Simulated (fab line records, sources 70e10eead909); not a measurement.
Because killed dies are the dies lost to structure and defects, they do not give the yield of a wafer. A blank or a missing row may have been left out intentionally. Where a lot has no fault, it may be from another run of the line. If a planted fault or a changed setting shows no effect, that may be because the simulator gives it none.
Comparing a struck lot with a sound one :: flow nandHarc :: 18 out of 1302 route steps
Sound: the wafers L344.1, L344.5, L344.6. Wafers L354.4, L354.5, L354.6 were the ones struck. At the end, the cause is stated.
Order at every step that has rows: each side's tool, ch and its chambers, its first start. Under that, the readings that differ: sound wafers :: struck wafers :: difference of the means :: sigmas: that difference in standard deviations of wafers without a fault.
alike: readings with means less than 2 such deviations apart, plus words and numbers identical on both sides. not compared: withheld readings, readings lacking a value on some wafer, bounds such as >300 that could conceal the same value, and numbers that have no deviation in the record and whose values overlap.
A row with sigmas, a row that says differs or no value, or rows on one side alone: a step with any of these is where the two part. Non-overlapping numbers with no deviation appear without sigmas and do not part them. A reading that every wafer of one side lacks parts them only if that side has two wafers or more.

first, 2 steps without rows for these wafers: NHARC_P_STI_SRD_39; NHARC_P_STI_OXIDE_40 (material SiO2, target thk 10 nm, ox time 1362 s).
NHARC_P_STI_INSPECT_25:
  sound on defectInspect-01 at day 4 18:25; struck on defectInspect-01 at day 9 00:02
  alike: rawDefectCount
then, 9 steps without rows for these wafers: NHARC_P_GATE_ETCH_69 (etches SiO2 in dHF, target depth 14 nm); NHARC_P_GATE_PRECLEAN_70 (cleans in SC1); NHARC_P_GATE_SRD_01; NHARC_P_GATE_OXIDE_02 (material SiO2, target thk 37.5 nm, ox time 365 s); NHARC_P_GATE_DEHYDRATE_03 (time 120 s); NHARC_P_GATE_HMDS_04 (time 30 s); NHARC_P_GATE_COAT_05; NHARC_P_GATE_SOFTBAKE_06 (time 95 s); NHARC_P_GATE_EBR_07.
NHARC_P_GATE_EXPOSE_08: exposes mask P HV.
  sound on krfScanner-04 ch 0, day 5 02:44; struck on krfScanner-04 ch 0, day 9 08:39
reading: mask
sound: P_HV#0 P_HV#0 P_HV#0
struck: P_PSD#0 P_PSD#0 P_PSD#0
difference: differs
sigmas: 
  alike: focusOffsetNm, reticleTempC
then, 2 steps without rows for these wafers: NHARC_P_GATE_PEB_09 (peb time 85 s); NHARC_P_GATE_DEVELOP_10 (time 70 s).
NHARC_P_GATE_CD_MEAS_11: target cd 1640 nm.
  sound on cdSem-03 ch 0, day 5 02:54; struck on cdSem-01 ch 0, day 9 08:48
reading: cdNm (nm)
sound: 1638.3 1639.6 1638.7
struck: - - -
difference: no value on the struck wafers
sigmas: 
then, 1 step without rows for these wafers: NHARC_P_GATE_HARDBAKE_12 (time 80 s).
-- record jumps: 20 days between struck wafers' starts before vs after; left off in module P_GATE, resumes in module END, first step shown is number 1302 of the route --
NHARC_END_SORT_01:
  only the struck wafers appear in the record here, on prober-01 ch 0 at day 29 05:40; the sound ones have no rows

== WHERE THEY PART ==
First at NHARC_P_GATE_EXPOSE_08; last, within this record, at NHARC_END_SORT_01.

WHY: whatever the simulator had introduced
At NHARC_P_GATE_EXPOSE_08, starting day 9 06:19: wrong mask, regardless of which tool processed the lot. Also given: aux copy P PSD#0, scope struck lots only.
